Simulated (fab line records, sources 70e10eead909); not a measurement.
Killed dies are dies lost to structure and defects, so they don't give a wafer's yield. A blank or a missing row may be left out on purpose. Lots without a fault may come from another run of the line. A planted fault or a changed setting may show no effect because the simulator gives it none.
Which tool did it? | flow nand_harc | 24 lots, 72 wafers sampled, at 4 steps of a route of 1302

WHAT THE GAUGES READ, wafer by wafer
NHARC_A_CHANNEL_FILL_D2_INSPECT_13. Usual: raw_defect_count 427, standard deviation 150.
lot  | measured     | on                | raw_defect_count | flag
L074 | day 15 11:28 | defect_inspect-01 | 335 303 414      |
L076 | day 16 02:49 | defect_inspect-01 | 625 578 471      |
L075 | day 16 02:48 | defect_inspect-02 | 352 665 335      |
L077 | day 16 15:23 | defect_inspect-02 | 436 576 402      |
L078 | day 17 08:08 | defect_inspect-02 | 439 443 437      |
L079 | day 17 11:41 | defect_inspect-02 | 313 268 327      |
L080 | day 17 23:57 | defect_inspect-01 | 446 255 383      |
L082 | day 18 12:02 | defect_inspect-02 | 217 256 236      |
L081 | day 18 08:13 | defect_inspect-01 | 596 406 586      |
L083 | day 18 21:26 | defect_inspect-01 | 583 331 435      |
L084 | day 19 17:07 | defect_inspect-02 | 394 244 249      |
L085 | day 19 21:01 | defect_inspect-02 | 363 231 378      |
L086 | day 19 21:02 | defect_inspect-01 | 643 687 867      |
L087 | day 21 08:32 | defect_inspect-02 | 308 242 284      |
L089 | day 21 11:42 | defect_inspect-01 | 246 435 378      |
L088 | day 22 02:20 | defect_inspect-01 | 725 437 394      |
L090 | day 22 12:38 | defect_inspect-02 | 563 348 474      |
L091 | day 22 12:39 | defect_inspect-01 | 791 455 381      |
L093 | day 23 02:55 | defect_inspect-02 | 341 828 526      |
L092 | day 23 07:19 | defect_inspect-01 | 302 266 372      |
L094 | day 23 15:45 | defect_inspect-01 | 430 596 327      |
L095 | day 23 21:44 | defect_inspect-02 | 304 494 304      |
L097 | day 25 02:41 | defect_inspect-01 | 663 389 394      |
L096 | day 26 06:58 | defect_inspect-02 | 484 543 545      |

WHICH TOOL RAN EACH LOT (tool, then ch and the chambers of the sampled wafers, then the start)
lot  | NHARC_A_CHANNEL_HOLE_D2_ETCH_16               | NHARC_A_CHANNEL_FILL_D2_ALD_03                 | NHARC_A_CHANNEL_FILL_D2_ALD_25
L074 | rie_diel-06 ch 1,2,3, day 15 00:32 or earlier | ald_sin_batch-01 ch 0, day 15 00:32 or earlier | ald_hk-01 ch 0,1,3, day 15 00:32
L076 | rie_diel-10 ch 1,3, day 15 14:43 or earlier   | ald_sin_batch-02 ch 0, day 15 14:43 or earlier | ald_hk-04 ch 2,3, day 15 14:43
L075 | rie_diel-10 ch 1,2, day 15 15:56 or earlier   | ald_sin_batch-02 ch 0, day 15 15:56 or earlier | ald_hk-01 ch 0,2,3, day 15 15:56
L077 | rie_diel-06 ch 1,2, day 16 03:25 or earlier   | ald_sin_batch-02 ch 0, day 16 03:25 or earlier | ald_hk-02 ch 1,2, day 16 03:25
L078 | rie_diel-10 ch 1,2, day 16 19:22 or earlier   | ald_sin_batch-03 ch 0, day 16 19:22 or earlier | ald_hk-01 ch 0,1, day 16 19:22
L079 | rie_diel-06 ch 1,3, day 16 23:41 or earlier   | ald_sin_batch-01 ch 0, day 16 23:41 or earlier | ald_hk-01 ch 0,1,3, day 16 23:41
L080 | rie_diel-10 ch 0,2,3, day 17 11:56 or earlier | ald_sin_batch-02 ch 0, day 17 11:56 or earlier | ald_hk-02 ch 0,1,3, day 17 11:56
L082 | rie_diel-10 ch 1,2, day 17 22:45 or earlier   | ald_sin_batch-03 ch 0, day 17 22:45 or earlier | ald_hk-01 ch 0,1,3, day 17 22:45
L081 | rie_diel-08 ch 0,2,3, day 17 20:16 or earlier | ald_sin_batch-03 ch 0, day 17 20:16 or earlier | ald_hk-04 ch 1,2,3, day 17 20:16
L083 | rie_diel-10 ch 1,2,3, day 18 09:38 or earlier | ald_sin_batch-01 ch 0, day 18 09:38 or earlier | ald_hk-02 ch 0,2, day 18 09:38
L084 | rie_diel-06 ch 0,1,2, day 19 05:16 or earlier | ald_sin_batch-03 ch 0, day 19 05:16 or earlier | ald_hk-02 ch 0,1,2, day 19 05:16
L085 | rie_diel-10 ch 0,1,3, day 19 09:11 or earlier | ald_sin_batch-02 ch 0, day 19 09:11 or earlier | ald_hk-01 ch 0,1,3, day 19 09:11
L086 | rie_diel-06 ch 0,2,3, day 19 09:10 or earlier | ald_sin_batch-03 ch 0, day 19 09:10 or earlier | ald_hk-02 ch 0,3, day 19 09:10
L087 | rie_diel-06 ch 0,1,3, day 20 21:10 or earlier | ald_sin_batch-02 ch 0, day 20 21:10 or earlier | ald_hk-04 ch 0,1,2, day 20 21:10
L089 | rie_diel-06 ch 2,3, day 20 23:44 or earlier   | ald_sin_batch-01 ch 0, day 20 23:44 or earlier | ald_hk-02 ch 1,2, day 20 23:44
L088 | rie_diel-10 ch 0,1,3, day 21 14:25 or earlier | ald_sin_batch-01 ch 0, day 21 14:25 or earlier | ald_hk-02 ch 0,1,2, day 21 14:25
L090 | rie_diel-10 ch 0,1,3, day 22 02:42 or earlier | ald_sin_batch-03 ch 0, day 22 02:42 or earlier | ald_hk-01 ch 0,2,3, day 22 02:42
L091 | rie_diel-06 ch 0,1,3, day 22 00:49 or earlier | ald_sin_batch-02 ch 0, day 22 00:49 or earlier | ald_hk-02 ch 0,2,3, day 22 00:49
L093 | rie_diel-10 ch 0,2, day 22 15:01 or earlier   | ald_sin_batch-02 ch 0, day 22 15:01 or earlier | ald_hk-02 ch 1,2, day 22 15:01
L092 | rie_diel-08 ch 1,2, day 22 15:01 or earlier   | ald_sin_batch-02 ch 0, day 22 15:01 or earlier | ald_hk-04 ch 0,1,2, day 22 15:01
L094 | rie_diel-10 ch 1,2, day 23 04:20 or earlier   | ald_sin_batch-01 ch 0, day 23 04:20 or earlier | ald_hk-01 ch 0,1,3, day 23 04:20
L095 | rie_diel-06 ch 1,3, day 23 09:43 or earlier   | ald_sin_batch-03 ch 0, day 23 09:43 or earlier | ald_hk-01 ch 1,2,3, day 23 09:43
L097 | rie_diel-08 ch 1,2,3, day 24 14:42 or earlier | ald_sin_batch-02 ch 0, day 24 14:42 or earlier | ald_hk-02 ch 2,3, day 24 14:42
L096 | rie_diel-06 ch 1,2,3, day 25 19:07 or earlier | ald_sin_batch-01 ch 0, day 25 19:07 or earlier | ald_hk-01 ch 0,1,3, day 25 19:07
- NHARC_A_CHANNEL_HOLE_D2_ETCH_16: etches the open film in O2/COS, target depth 3100 nm, time 806 s.
- NHARC_A_CHANNEL_FILL_D2_ALD_03: deposits SiNx, target thk 6 nm, pulse time 60 s, ald cycles 58.
- NHARC_A_CHANNEL_FILL_D2_ALD_25: deposits SiOx, target thk 60 nm, pulse time 10 s, ald cycles 600.

WHAT THE TOOLS THEMSELVES READ (means of the sampled wafers that have a number; where no wafer has one, the mark that the record gives instead)
NHARC_A_CHANNEL_HOLE_D2_ETCH_16. Usual: drypump_motor_current_A 5.7 A, standard deviation 0.42; oes_product_au 1.000 a.u., standard deviation 0.0073; rf_vpp_V 313.6 V, standard deviation 2.2; showerhead_plenum_p_Torr 3.09 Torr, standard deviation 0.14; throttle_valve_pct 28.330 %, standard deviation 0.0088.
lot  | tool        | drypump_motor_current_A (A) | oes_product_au (a.u.) | rf_vpp_V (V) | showerhead_plenum_p_Torr (Torr) | throttle_valve_pct (%) | flag
L074 | rie_diel-06 | 5.7                         | 0.992                 | 312.6        | 3.02                            | 28.328                 |
L076 | rie_diel-10 | 5.5                         | 1.006                 | 314.4        | 3.16                            | 28.330                 |
L075 | rie_diel-10 | 5.7                         | 0.995                 | 316.7        | 3.29                            | 28.327                 |
L077 | rie_diel-06 | 5.9                         | 0.993                 | 314.2        | 3.04                            | 28.330                 |
L078 | rie_diel-10 | 5.7                         | 1.000                 | 316.8        | 3.29                            | 28.330                 |
L079 | rie_diel-06 | 6.1                         | 0.996                 | 311.7        | 2.95                            | 28.335                 |
L080 | rie_diel-10 | 5.7                         | 0.997                 | 314.3        | 3.15                            | 28.341                 |
L082 | rie_diel-10 | 5.7                         | 1.006                 | 315.3        | 3.24                            | 28.332                 |
L081 | rie_diel-08 | 5.9                         | 1.010                 | 313.1        | 3.08                            | 28.322                 |
L083 | rie_diel-10 | 5.6                         | 0.999                 | 314.8        | 3.22                            | 28.331                 |
L084 | rie_diel-06 | 5.6                         | 0.999                 | 313.0        | 3.03                            | 28.322                 |
L085 | rie_diel-10 | 5.8                         | 1.006                 | 313.5        | 3.10                            | 28.339                 |
L086 | rie_diel-06 | 5.3                         | 1.000                 | 312.0        | 3.02                            | 28.324                 |
L087 | rie_diel-06 | 5.8                         | 0.991                 | 310.6        | 2.94                            | 28.328                 |
L089 | rie_diel-06 | 5.3                         | 0.998                 | 312.5        | 3.01                            | 28.333                 |
L088 | rie_diel-10 | 5.8                         | 0.996                 | 313.9        | 3.10                            | 28.324                 |
L090 | rie_diel-10 | 5.8                         | 1.007                 | 314.8        | 3.10                            | 28.333                 |
L091 | rie_diel-06 | 5.8                         | 0.994                 | 311.9        | 2.94                            | 28.325                 |
L093 | rie_diel-10 | 6.0                         | 0.998                 | 313.7        | 3.08                            | 28.327                 |
L092 | rie_diel-08 | 5.8                         | 1.002                 | 312.8        | 3.05                            | 28.325                 |
L094 | rie_diel-10 | 5.7                         | 1.005                 | 315.7        | 3.28                            | 28.328                 |
L095 | rie_diel-06 | 6.1                         | 1.006                 | 311.3        | 2.95                            | 28.327                 |
L097 | rie_diel-08 | 5.9                         | 1.007                 | 314.4        | 3.09                            | 28.331                 |
L096 | rie_diel-06 | 5.6                         | 0.998                 | 312.8        | 3.02                            | 28.327                 |

NHARC_A_CHANNEL_FILL_D2_ALD_03. Usual: precursor_pulse_height_rel 1.001, standard deviation 0.019.
lot  | tool             | precursor_pulse_height_rel | flag
L074 | ald_sin_batch-01 | 1.001                      |
L076 | ald_sin_batch-02 | 1.005                      |
L075 | ald_sin_batch-02 | 0.994                      |
L077 | ald_sin_batch-02 | 1.000                      |
L078 | ald_sin_batch-03 | 1.002                      |
L079 | ald_sin_batch-01 | 1.004                      |
L080 | ald_sin_batch-02 | 0.990                      |
L082 | ald_sin_batch-03 | 0.996                      |
L081 | ald_sin_batch-03 | 0.998                      |
L083 | ald_sin_batch-01 | 0.993                      |
L084 | ald_sin_batch-03 | 1.002                      |
L085 | ald_sin_batch-02 | 1.008                      |
L086 | ald_sin_batch-03 | 1.006                      |
L087 | ald_sin_batch-02 | 1.010                      |
L089 | ald_sin_batch-01 | 0.990                      |
L088 | ald_sin_batch-01 | 0.978                      |
L090 | ald_sin_batch-03 | 1.013                      |
L091 | ald_sin_batch-02 | 1.007                      |
L093 | ald_sin_batch-02 | 1.010                      |
L092 | ald_sin_batch-02 | 1.019                      |
L094 | ald_sin_batch-01 | 1.020                      |
L095 | ald_sin_batch-03 | 1.001                      |
L097 | ald_sin_batch-02 | 1.002                      |
L096 | ald_sin_batch-01 | 1.002                      |

NHARC_A_CHANNEL_FILL_D2_ALD_25. Usual: heater_power_w 479 W, standard deviation 43; precursor_pulse_height_rel 1.002, standard deviation 0.019.
lot  | tool      | heater_power_w (W) | precursor_pulse_height_rel | flag
L074 | ald_hk-01 | 513                | 0.985                      |
L076 | ald_hk-04 | 444                | 1.007                      |
L075 | ald_hk-01 | 486                | 1.010                      |
L077 | ald_hk-02 | 480                | 0.995                      |
L078 | ald_hk-01 | 552                | 1.001                      |
L079 | ald_hk-01 | 500                | 0.997                      |
L080 | ald_hk-02 | 466                | 0.995                      |
L082 | ald_hk-01 | 509                | 1.007                      |
L081 | ald_hk-04 | 464                | 1.013                      |
L083 | ald_hk-02 | 440                | 0.989                      |
L084 | ald_hk-02 | 461                | 1.010                      |
L085 | ald_hk-01 | 514                | 1.000                      |
L086 | ald_hk-02 | 450                | 0.997                      |
L087 | ald_hk-04 | 470                | 1.010                      |
L089 | ald_hk-02 | 476                | 1.000                      |
L088 | ald_hk-02 | 463                | 1.003                      |
L090 | ald_hk-01 | 488                | 1.009                      |
L091 | ald_hk-02 | 442                | 0.983                      |
L093 | ald_hk-02 | 465                | 0.999                      |
L092 | ald_hk-04 | 469                | 1.031                      |
L094 | ald_hk-01 | 487                | 1.008                      |
L095 | ald_hk-01 | 499                | 0.995                      |
L097 | ald_hk-02 | 455                | 0.993                      |
L096 | ald_hk-01 | 484                | 1.026                      |

THE ANSWER, worked out from the rows above alone
Rule: a lot is off if the mean of its wafers that have a number lies more than 3 standard deviations from the usual mean. A lot without any number at a reading at which 4 lots or more have one is off too. The other lots that the step has rows for count as sound. The gauges are gone through in route order, then the tools' own readings, and for those a lot's mean is taken as printed above. The first step at which some lot is off is used, and at that step the reading that is off furthest; a lot without a number counts as furthest.
No lot is off at any reading shown: from this, nothing can be told.

WHAT THE SIMULATOR HAD PUT IN
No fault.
